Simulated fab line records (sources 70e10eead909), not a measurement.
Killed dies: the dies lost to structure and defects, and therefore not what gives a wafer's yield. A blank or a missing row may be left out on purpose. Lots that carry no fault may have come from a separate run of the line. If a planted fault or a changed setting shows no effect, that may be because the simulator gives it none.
The tool behind it: which one? :: flow nand_harc :: 72 wafers from 24 lots sampled at 2 of the route's 1302 steps

## WHAT THE GAUGES READ, wafer by wafer
NHARC_A_CHANNEL_FILL_D2_INSPECT_13.
lot: L074
measured: day 15 15:34
on: defect_inspect-01
raw_defect_count: 392 296 400

lot: L075
measured: day 15 15:35
on: defect_inspect-02
raw_defect_count: 325 236 360

lot: L076
measured: day 16 06:30
on: defect_inspect-01
raw_defect_count: 482 340 483

lot: L077
measured: day 16 14:34
on: defect_inspect-02
raw_defect_count: 264 350 327

lot: L079
measured: day 17 02:59
on: defect_inspect-02
raw_defect_count: 384 401 526

lot: L078
measured: day 17 03:09
on: defect_inspect-02
raw_defect_count: 423 326 303

lot: L081
measured: day 18 02:44
on: defect_inspect-02
raw_defect_count: 263 303 324

lot: L080
measured: day 18 02:44
on: defect_inspect-01
raw_defect_count: 335 379 276

lot: L082
measured: day 19 09:22
on: defect_inspect-01
raw_defect_count: 352 684 368

lot: L083
measured: day 19 09:32
on: defect_inspect-02
raw_defect_count: 536 365 786

lot: L085
measured: day 19 19:15
on: defect_inspect-02
raw_defect_count: 321 299 367

lot: L084
measured: day 19 19:25
on: defect_inspect-01
raw_defect_count: 199 207 146

lot: L086
measured: day 20 19:31
on: defect_inspect-02
raw_defect_count: 346 414 290

lot: L087
measured: day 21 11:10
on: defect_inspect-01
raw_defect_count: 222 247 263

lot: L089
measured: day 21 11:10
on: defect_inspect-02
raw_defect_count: 295 463 446

lot: L088
measured: day 21 11:20
on: defect_inspect-02
raw_defect_count: 685 675 582

lot: L090
measured: day 22 00:15
on: defect_inspect-02
raw_defect_count: 373 448 401

lot: L091
measured: day 22 21:29
on: defect_inspect-02
raw_defect_count: 330 411 466

lot: L092
measured: day 23 04:20
on: defect_inspect-02
raw_defect_count: 317 310 299

lot: L093
measured: day 23 04:21
on: defect_inspect-01
raw_defect_count: 227 502 466

lot: L094
measured: day 23 17:26
on: defect_inspect-02
raw_defect_count: 276 400 674

lot: L095
measured: day 24 10:18
on: defect_inspect-01
raw_defect_count: 212 310 155

lot: L096
measured: day 24 19:17
on: defect_inspect-01
raw_defect_count: 276 374 433

lot: L097
measured: day 25 05:39
on: defect_inspect-01
raw_defect_count: 309 537 289

## EACH LOT AND THE TOOL THAT RAN IT (in order: tool; ch and the chambers of the sampled wafers; start)
lot: L074
NHARC_A_CHANNEL_FILL_D2_RTA_24: rtp_anneal-02 ch 0, day 15 15:23

lot: L075
NHARC_A_CHANNEL_FILL_D2_RTA_24: rtp_anneal-01 ch 0, day 15 15:25

lot: L076
NHARC_A_CHANNEL_FILL_D2_RTA_24: rtp_anneal-02 ch 0, day 16 06:18

lot: L077
NHARC_A_CHANNEL_FILL_D2_RTA_24: rtp_anneal-02 ch 0, day 16 14:24

lot: L079
NHARC_A_CHANNEL_FILL_D2_RTA_24: rtp_anneal-02 ch 0, day 17 02:47

lot: L078
NHARC_A_CHANNEL_FILL_D2_RTA_24: rtp_anneal-02 ch 0, day 17 02:59

lot: L081
NHARC_A_CHANNEL_FILL_D2_RTA_24: rtp_anneal-01 ch 0, day 18 02:32

lot: L080
NHARC_A_CHANNEL_FILL_D2_RTA_24: rtp_anneal-02 ch 0, day 18 02:35

lot: L082
NHARC_A_CHANNEL_FILL_D2_RTA_24: rtp_anneal-02 ch 0, day 19 09:10

lot: L083
NHARC_A_CHANNEL_FILL_D2_RTA_24: rtp_anneal-02 ch 0, day 19 09:20

lot: L085
NHARC_A_CHANNEL_FILL_D2_RTA_24: rtp_anneal-01 ch 0, day 19 19:06

lot: L084
NHARC_A_CHANNEL_FILL_D2_RTA_24: rtp_anneal-01 ch 0, day 19 19:17

lot: L086
NHARC_A_CHANNEL_FILL_D2_RTA_24: rtp_anneal-01 ch 0, day 20 19:20

lot: L087
NHARC_A_CHANNEL_FILL_D2_RTA_24: rtp_anneal-01 ch 0, day 21 10:58

lot: L089
NHARC_A_CHANNEL_FILL_D2_RTA_24: rtp_anneal-02 ch 0, day 21 10:58

lot: L088
NHARC_A_CHANNEL_FILL_D2_RTA_24: rtp_anneal-01 ch 0, day 21 11:13

lot: L090
NHARC_A_CHANNEL_FILL_D2_RTA_24: rtp_anneal-01 ch 0, day 22 00:05

lot: L091
NHARC_A_CHANNEL_FILL_D2_RTA_24: rtp_anneal-02 ch 0, day 22 21:19

lot: L092
NHARC_A_CHANNEL_FILL_D2_RTA_24: rtp_anneal-02 ch 0, day 23 04:08

lot: L093
NHARC_A_CHANNEL_FILL_D2_RTA_24: rtp_anneal-01 ch 0, day 23 04:11

lot: L094
NHARC_A_CHANNEL_FILL_D2_RTA_24: rtp_anneal-02 ch 0, day 23 17:14

lot: L095
NHARC_A_CHANNEL_FILL_D2_RTA_24: rtp_anneal-01 ch 0, day 24 10:06

lot: L096
NHARC_A_CHANNEL_FILL_D2_RTA_24: rtp_anneal-02 ch 0, day 24 19:05

lot: L097
NHARC_A_CHANNEL_FILL_D2_RTA_24: rtp_anneal-02 ch 0, day 25 05:29
- NHARC_A_CHANNEL_FILL_D2_RTA_24: time 5 s.

## WHAT THE TOOLS THEMSELVES READ (means of the sampled wafers that have a number; where no wafer has one, the mark that the record gives instead)
NHARC_A_CHANNEL_FILL_D2_RTA_24.
lot: L074
tool: rtp_anneal-02
lamp_power_pct (%): 27.6
lamp_zone_2_pct (%): 27.6
lamp_zone_4_pct (%): 27.6
lamp_zone_5_pct (%): 27.6
wafer_temp_C_max: 1003.9

lot: L075
tool: rtp_anneal-01
lamp_power_pct (%): 31.4
lamp_zone_2_pct (%): 31.4
lamp_zone_4_pct (%): 31.4
lamp_zone_5_pct (%): 31.4
wafer_temp_C_max: 1003.2

lot: L076
tool: rtp_anneal-02
lamp_power_pct (%): 27.6
lamp_zone_2_pct (%): 27.6
lamp_zone_4_pct (%): 27.6
lamp_zone_5_pct (%): 27.6
wafer_temp_C_max: 1003.8

lot: L077
tool: rtp_anneal-02
lamp_power_pct (%): 27.6
lamp_zone_2_pct (%): 27.6
lamp_zone_4_pct (%): 27.6
lamp_zone_5_pct (%): 27.6
wafer_temp_C_max: 1004.1

lot: L079
tool: rtp_anneal-02
lamp_power_pct (%): 27.6
lamp_zone_2_pct (%): 27.6
lamp_zone_4_pct (%): 27.6
lamp_zone_5_pct (%): 27.6
wafer_temp_C_max: 1005.1

lot: L078
tool: rtp_anneal-02
lamp_power_pct (%): 27.6
lamp_zone_2_pct (%): 27.6
lamp_zone_4_pct (%): 27.6
lamp_zone_5_pct (%): 27.6
wafer_temp_C_max: 1004.9

lot: L081
tool: rtp_anneal-01
lamp_power_pct (%): 31.4
lamp_zone_2_pct (%): 31.4
lamp_zone_4_pct (%): 31.4
lamp_zone_5_pct (%): 31.4
wafer_temp_C_max: 1003.4

lot: L080
tool: rtp_anneal-02
lamp_power_pct (%): 27.6
lamp_zone_2_pct (%): 27.6
lamp_zone_4_pct (%): 27.6
lamp_zone_5_pct (%): 27.6
wafer_temp_C_max: 1004.7

lot: L082
tool: rtp_anneal-02
lamp_power_pct (%): 27.6
lamp_zone_2_pct (%): 27.6
lamp_zone_4_pct (%): 27.6
lamp_zone_5_pct (%): 27.5
wafer_temp_C_max: 1004.4

lot: L083
tool: rtp_anneal-02
lamp_power_pct (%): 27.6
lamp_zone_2_pct (%): 27.6
lamp_zone_4_pct (%): 27.6
lamp_zone_5_pct (%): 27.6
wafer_temp_C_max: 1005.0

lot: L085
tool: rtp_anneal-01
lamp_power_pct (%): 31.4
lamp_zone_2_pct (%): 31.4
lamp_zone_4_pct (%): 31.5
lamp_zone_5_pct (%): 31.4
wafer_temp_C_max: 1003.3

lot: L084
tool: rtp_anneal-01
lamp_power_pct (%): 31.5
lamp_zone_2_pct (%): 31.5
lamp_zone_4_pct (%): 31.4
lamp_zone_5_pct (%): 31.4
wafer_temp_C_max: 1002.6

lot: L086
tool: rtp_anneal-01
lamp_power_pct (%): 31.4
lamp_zone_2_pct (%): 31.4
lamp_zone_4_pct (%): 31.4
lamp_zone_5_pct (%): 31.4
wafer_temp_C_max: 1002.7

lot: L087
tool: rtp_anneal-01
lamp_power_pct (%): 31.4
lamp_zone_2_pct (%): 31.3
lamp_zone_4_pct (%): 31.4
lamp_zone_5_pct (%): 31.4
wafer_temp_C_max: 1003.5

lot: L089
tool: rtp_anneal-02
lamp_power_pct (%): 27.7
lamp_zone_2_pct (%): 27.6
lamp_zone_4_pct (%): 27.6
lamp_zone_5_pct (%): 27.6
wafer_temp_C_max: 1004.5

lot: L088
tool: rtp_anneal-01
lamp_power_pct (%): 31.4
lamp_zone_2_pct (%): 31.4
lamp_zone_4_pct (%): 31.4
lamp_zone_5_pct (%): 31.4
wafer_temp_C_max: 1003.1

lot: L090
tool: rtp_anneal-01
lamp_power_pct (%): 31.4
lamp_zone_2_pct (%): 31.4
lamp_zone_4_pct (%): 31.4
lamp_zone_5_pct (%): 31.4
wafer_temp_C_max: 1002.6

lot: L091
tool: rtp_anneal-02
lamp_power_pct (%): 27.6
lamp_zone_2_pct (%): 27.5
lamp_zone_4_pct (%): 27.6
lamp_zone_5_pct (%): 27.6
wafer_temp_C_max: 1003.9

lot: L092
tool: rtp_anneal-02
lamp_power_pct (%): 27.6
lamp_zone_2_pct (%): 27.6
lamp_zone_4_pct (%): 27.6
lamp_zone_5_pct (%): 27.6
wafer_temp_C_max: 1004.8

lot: L093
tool: rtp_anneal-01
lamp_power_pct (%): 31.4
lamp_zone_2_pct (%): 31.4
lamp_zone_4_pct (%): 31.4
lamp_zone_5_pct (%): 31.4
wafer_temp_C_max: 1002.7

lot: L094
tool: rtp_anneal-02
lamp_power_pct (%): 27.6
lamp_zone_2_pct (%): 27.6
lamp_zone_4_pct (%): 27.6
lamp_zone_5_pct (%): 27.6
wafer_temp_C_max: 1004.5

lot: L095
tool: rtp_anneal-01
lamp_power_pct (%): 31.4
lamp_zone_2_pct (%): 31.4
lamp_zone_4_pct (%): 31.4
lamp_zone_5_pct (%): 31.4
wafer_temp_C_max: 1002.3

lot: L096
tool: rtp_anneal-02
lamp_power_pct (%): 27.6
lamp_zone_2_pct (%): 27.6
lamp_zone_4_pct (%): 27.6
lamp_zone_5_pct (%): 27.6
wafer_temp_C_max: 1004.2

lot: L097
tool: rtp_anneal-02
lamp_power_pct (%): 27.6
lamp_zone_2_pct (%): 27.6
lamp_zone_4_pct (%): 27.6
lamp_zone_5_pct (%): 27.6
wafer_temp_C_max: 1005.1

## THE ANSWER, worked out from the rows above alone
Rule: the usual values come from the lots themselves. Put in order of their means at a reading, lots are off if they are a third of the lots or fewer, leave a main group of 4 or more, and stand apart from it by a gap of 3 or more times the standard deviation of the main group's means; of several such gaps the widest counts. If all means in a main group match to the digits the tables above print for the reading, that group is not used. A lot without any number at a reading at which 4 lots or more have one is off too. Any other lot the step has rows for is counted as sound. After the gauges, taken in route order, come the tools' own readings; for these a lot's mean is taken, as printed above. The first step at which some lot is off is used, and at that step the reading that is off furthest; a lot without a number counts as furthest.
None of the lots is off at any reading shown; this tells nothing.

## WHAT THE SIMULATOR HAD PUT IN
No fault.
